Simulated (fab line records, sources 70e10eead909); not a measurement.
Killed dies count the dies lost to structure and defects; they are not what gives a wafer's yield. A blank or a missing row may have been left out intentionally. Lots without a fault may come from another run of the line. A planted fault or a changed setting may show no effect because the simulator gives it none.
Chamber matching + flow nand_harc + cmp-04 running NHARC_P_M2_CMP_23: 4 sister chambers
The step polishes, t overpolish 20 s, target thk 144.3 nm. 16 wafers are shown with their chamber, then 8 later ones without.

== EACH WAFER AND ITS CHAMBER ==
| wafer  | chamber | motor_current_A (A) | time_to_endpoint_s (s) |
|--------|---------|---------------------|------------------------|
| L074.2 | 2       | 10.8                | 26.0                   |
| L074.3 | 0       | 12.3                | 23.7                   |
| L074.5 | 1       | 14.0                | 23.9                   |
| L076.1 | 3       | 12.3                | 26.9                   |
| L076.2 | 1       | 12.5                | 29.4                   |
| L076.6 | 2       | 11.3                | 26.3                   |
| L077.2 | 1       | 13.0                | 28.4                   |
| L077.3 | 2       | 11.2                | 24.0                   |
| L077.4 | 0       | 12.5                | 29.4                   |
| L078.1 | 3       | 12.2                | 27.4                   |
| L078.2 | 2       | 10.9                | 26.8                   |
| L078.3 | 0       | 12.7                | 29.2                   |
| L084.1 | 1       | 13.5                | 30.7                   |
| L084.2 | 3       | 12.8                | 27.7                   |
| L084.6 | 2       | 10.8                | 27.7                   |
| L091.2 | 2       | 10.8                | 25.0                   |

SIGNATURES (averages over the wafers above)
| reading            | chamber 0 | chamber 1 | chamber 2 | chamber 3 | scatter within a chamber |
|--------------------|-----------|-----------|-----------|-----------|--------------------------|
| motor_current_A    | 12.500    | 13.250    | 10.967    | 12.433    | 0.386                    |
| time_to_endpoint_s | 27.433    | 28.100    | 25.967    | 27.333    | 2.16                     |
Rule: a wafer's distance from a chamber is the root of the sum, over the readings, of the square of ((its reading less the chamber's mean) divided by the reading's scatter). If the next closest chamber is less than 2 further off than the closest, the wafer can't be placed; otherwise it belongs to the closest. The scatter is the square root of a quotient: the sum, over the shown wafers, of each reading's squared deviation from its chamber's mean, divided by wafers minus chambers.

== WAFERS MISSING THEIR CHAMBER ==
| wafer  | motor_current_A (A) | time_to_endpoint_s (s) |
|--------|---------------------|------------------------|
| L091.5 | 12.6                | 29.1                   |
| L091.6 | 12.2                | 27.4                   |
| L094.2 | 12.4                | 27.3                   |
| L094.3 | 12.3                | 30.1                   |
| L094.6 | 11.3                | 28.3                   |
| L096.2 | 12.8                | 27.1                   |
| L096.3 | 12.1                | 28.4                   |
| L096.6 | 11.4                | 28.4                   |

== WHICH CHAMBER EACH ONE RAN IN ==
| wafer  | from the rows above          | in truth |
|--------|------------------------------|----------|
| L091.5 | can't be placed: 0 or 3 or 1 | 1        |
| L091.6 | can't be placed: 3 or 0      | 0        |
| L094.2 | can't be placed: 3 or 0      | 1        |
| L094.3 | can't be placed: 3 or 0 or 1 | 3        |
| L094.6 | can't be placed: 2 or 3 or 0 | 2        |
| L096.2 | can't be placed: 0 or 3 or 1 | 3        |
| L096.3 | can't be placed: 3 or 0 or 1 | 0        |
| L096.6 | can't be placed: 2 or 3 or 0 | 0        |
0 of 8 placed correctly. Cannot be placed on the basis of these rows: 8; the candidates contain the true chamber in 7. Placed wrongly: 0.
